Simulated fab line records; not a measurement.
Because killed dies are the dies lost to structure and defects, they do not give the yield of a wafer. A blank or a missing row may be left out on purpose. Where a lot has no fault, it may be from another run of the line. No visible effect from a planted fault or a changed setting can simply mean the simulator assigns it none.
Which tool is to blame?	flow n5 finfet	Sampling: 10 lots, 28 wafers, 6 of 1938 route steps

== WHAT THE GAUGES READ, wafer by wafer ==
N5_BEOL_M4_RC_MEAS_101.
lot	measured	on	DIBL_N (mV/V)	DIBL_P (mV/V)	IOFF_N (nA/um)	IOFF_P (nA/um)	ION_N (uA/um)	ION_P (uA/um)	SS_N (mV/dec)	SS_P (mV/dec)	VT_N (mV)	VT_P (mV)
L132	day 8 15:54	prober-02	34.8 35.0 33.1	32.0 32.7 30.1	0.13 0.14 0.11	0.19 0.20 0.17	679 682 672	472 478 470	70.9 71.0 70.0	72.6 72.5 72.6	250 249 253	-248 -250 -251
L134	day 9 06:27	prober-02	34.7 31.1 35.3	35.4 31.0 35.7	0.15 0.09 0.14	0.18 0.13 0.19	697 665 679	463 461 464	70.7 70.3 71.1	72.6 71.1 72.5	249 256 249	-256 -256 -252
L135	day 9 08:56	prober-02	39.0 32.9 37.2	37.7 31.1 35.9	0.24 0.12 0.20	0.23 0.15 0.21	679 672 688	456 463 465	72.0 70.8 72.7	74.2 72.4 73.9	245 255 245	-248 -252 -248
L138	day 10 10:59	prober-01	35.8 36.6 36.7	35.1 34.8 35.7	0.16 0.16 0.16	0.19 0.19 0.20	697 688 690	474 464 471	71.5 71.2 71.1	72.5 73.1 72.8	246 247 247	-249 -251 -250
L142	day 11 11:31	prober-02	34.3 39.5 32.7	34.2 41.3 31.6	0.13 0.25 0.11	0.17 0.31 0.14	660 712 669	454 480 457	71.3 72.6 70.9	71.9 74.3 72.1	251 242 253	-253 -243 -254
L145	day 11 15:41	prober-01	32.9 36.4	31.6 34.9	0.10 0.15	0.15 0.20	643 652	453 452	70.7 72.4	72.0 72.8	260 253	-253 -249
L146	day 11 21:07	prober-02	33.9 38.2	33.0 37.5	0.12 0.18	0.15 0.20	668 656	460 450	71.0 72.4	72.4 73.2	252 252	-255 -254
L148	day 12 05:58	prober-01	33.1 32.3 33.5	32.2 31.9 33.4	0.11 0.11 0.13	0.15 0.15 0.16	662 682 668	448 472 456	69.8 70.4 71.0	71.9 73.0 72.7	252 253 251	-255 -253 -251
L152	day 13 15:49	prober-01	40.6 38.2 36.6	40.7 37.9 36.7	0.28 0.23 0.18	0.31 0.25 0.22	709 708 702	480 479 478	73.2 72.2 72.0	74.6 73.6 73.9	241 244 246	-246 -245 -247
L154	day 14 14:02	prober-02	38.0 36.1 36.0	40.0 37.1 36.9	0.22 0.18 0.17	0.26 0.23 0.21	710 701 689	477 476 467	72.6 71.7 71.4	73.7 73.3 73.6	242 247 246	-247 -250 -250

== WHAT TOOL EACH LOT RAN ON (gives the tool, then ch and the chambers of the sampled wafers, and finally the start) ==
lot	N5_BEOL_M1_SPUTTER_86	N5_BEOL_M1_ANNEAL_91	N5_BEOL_M1_ECD_50	N5_BEOL_M1_CMP_52	N5_BEOL_M1_CO_CAP_55
L132	pvd sputter-03, day 6 18:55	pvd sputter-03, day 6 19:26	ecd cu-02 ch 0,1, day 6 20:10	cmp-04 ch 0,2, day 6 20:31	cvd co-02 ch 0,1,2, day 6 20:53
L134	pvd sputter-02, day 7 07:44	pvd sputter-02, day 7 08:15	ecd cu-02 ch 0,1, day 7 08:57	cmp-04 ch 0,3, day 7 09:20	cvd co-02 ch 0,1,2, day 7 09:42
L135	pvd sputter-01, day 7 13:38	pvd sputter-01, day 7 14:09	ecd cu-02 ch 0,1, day 7 14:51	cmp-03 ch 0,3, day 7 15:16	cvd co-02 ch 0,1,2, day 7 15:36
L138	pvd sputter-03, day 8 12:51	pvd sputter-03, day 8 13:22	ecd cu-02 ch 0,1, day 8 14:04	cmp-02 ch 1,2,3, day 8 14:27	cvd co-01 ch 0,2, day 8 14:50
L142	pvd sputter-02, day 9 14:56	pvd sputter-02, day 9 15:27	ecd cu-02 ch 0,1, day 9 16:10	cmp-04 ch 0,2,3, day 9 16:36	cvd co-02 ch 0,1,2, day 9 16:54
L145	pvd sputter-03, day 10 05:34	pvd sputter-03, day 10 06:05	ecd cu-02 ch 0,1, day 10 06:48	cmp-02 ch 3, day 10 07:12	cvd co-02 ch 0,1, day 10 07:32
L146	pvd sputter-02, day 10 10:22	pvd sputter-02, day 10 10:53	ecd cu-02 ch 0,1, day 10 11:37	cmp-02 ch 0, day 10 11:58	cvd co-02 ch 1,2, day 10 12:22
L148	pvd sputter-01, day 10 15:32	pvd sputter-01, day 10 16:03	ecd cu-01 ch 0,1, day 10 16:45	cmp-04 ch 1,2, day 10 17:07	cvd co-02 ch 1,2, day 10 17:30
L152	pvd sputter-01, day 11 16:02	pvd sputter-01, day 11 16:33	ecd cu-01 ch 0,1, day 11 17:15	cmp-03 ch 0,1, day 11 17:37	cvd co-01 ch 0,2, day 11 17:59
L154	pvd sputter-02, day 12 07:02	pvd sputter-02, day 12 07:33	ecd cu-01 ch 0,1, day 12 08:15	cmp-02 ch 2,3, day 12 08:38	cvd co-01 ch 0,2, day 12 09:01
- N5_BEOL_M1_SPUTTER_86: material Cu, target thk 4.5 nm, time 8.29 s.
- N5_BEOL_M1_ANNEAL_91: time 240 s.
- N5_BEOL_M1_ECD_50: material Cu, target thk 300 nm.
- N5_BEOL_M1_CMP_52: polishes, stops on SiOC, t overpolish 6.8 s, target thk 40 nm.
- N5_BEOL_M1_CO_CAP_55: material Co, precursor CCTBA/H2, target thk 2 nm, time 102.1 s.

== AS READ BY THE TOOLS THEMSELVES (means over the sampled wafers that have a number; for cases with no such wafer, the mark the record gives instead) ==
N5_BEOL_M1_SPUTTER_86.
lot	tool	throttle valve pct (%)
L132	pvd sputter-03	30.3
L134	pvd sputter-02	30.3
L135	pvd sputter-01	30.5
L138	pvd sputter-03	30.1
L142	pvd sputter-02	30.5
L145	pvd sputter-03	31.6
L146	pvd sputter-02	30.0
L148	pvd sputter-01	31.0
L152	pvd sputter-01	31.2
L154	pvd sputter-02	30.5

N5_BEOL_M1_ANNEAL_91.
lot	tool	heater power w (W)
L132	pvd sputter-03	865
L134	pvd sputter-02	808
L135	pvd sputter-01	900
L138	pvd sputter-03	860
L142	pvd sputter-02	832
L145	pvd sputter-03	842
L146	pvd sputter-02	832
L148	pvd sputter-01	846
L152	pvd sputter-01	820
L154	pvd sputter-02	877

N5_BEOL_M1_CMP_52.
lot	tool	motor current A (A)	time to endpoint s (s)
L132	cmp-04	6.3	66
L134	cmp-04	5.9	62
L135	cmp-03	6.6	54
L138	cmp-02	5.9	65
L142	cmp-04	6.1	57
L145	cmp-02	5.3	54
L146	cmp-02	5.7	58
L148	cmp-04	6.6	67
L152	cmp-03	6.8	57
L154	cmp-02	6.1	62

N5_BEOL_M1_CO_CAP_55.
lot	tool	heater power w (W)
L132	cvd co-02	244
L134	cvd co-02	247
L135	cvd co-02	242
L138	cvd co-01	268
L142	cvd co-02	242
L145	cvd co-02	250
L146	cvd co-02	268
L148	cvd co-02	277
L152	cvd co-01	255
L154	cvd co-01	251

== THE ANSWER, worked out from the rows above alone ==
Rule: usual is defined by the lots themselves. The widest of any qualifying gaps counts: lots, ordered by their means at a reading, are off when they make up no more than a third of the lots, leave a main group of 4 or more, and stand apart from it by 3 or more times the standard deviation of that group's means. Not used: any main group whose means are identical at the precision the tables above print for the reading. A lot without any number at a reading at which 4 lots or more have one is off too. All remaining lots with rows at the step are treated as sound. After the gauges, taken in route order, come the tools' own readings; for these a lot's mean is taken, as printed above. At the first step where some lot is off, the reading lying furthest off is the one used; lots without a number count as furthest.
No lot is off on any of the readings shown, so nothing can be concluded from this.

== WHAT WAS PUT IN BY THE SIMULATOR ==
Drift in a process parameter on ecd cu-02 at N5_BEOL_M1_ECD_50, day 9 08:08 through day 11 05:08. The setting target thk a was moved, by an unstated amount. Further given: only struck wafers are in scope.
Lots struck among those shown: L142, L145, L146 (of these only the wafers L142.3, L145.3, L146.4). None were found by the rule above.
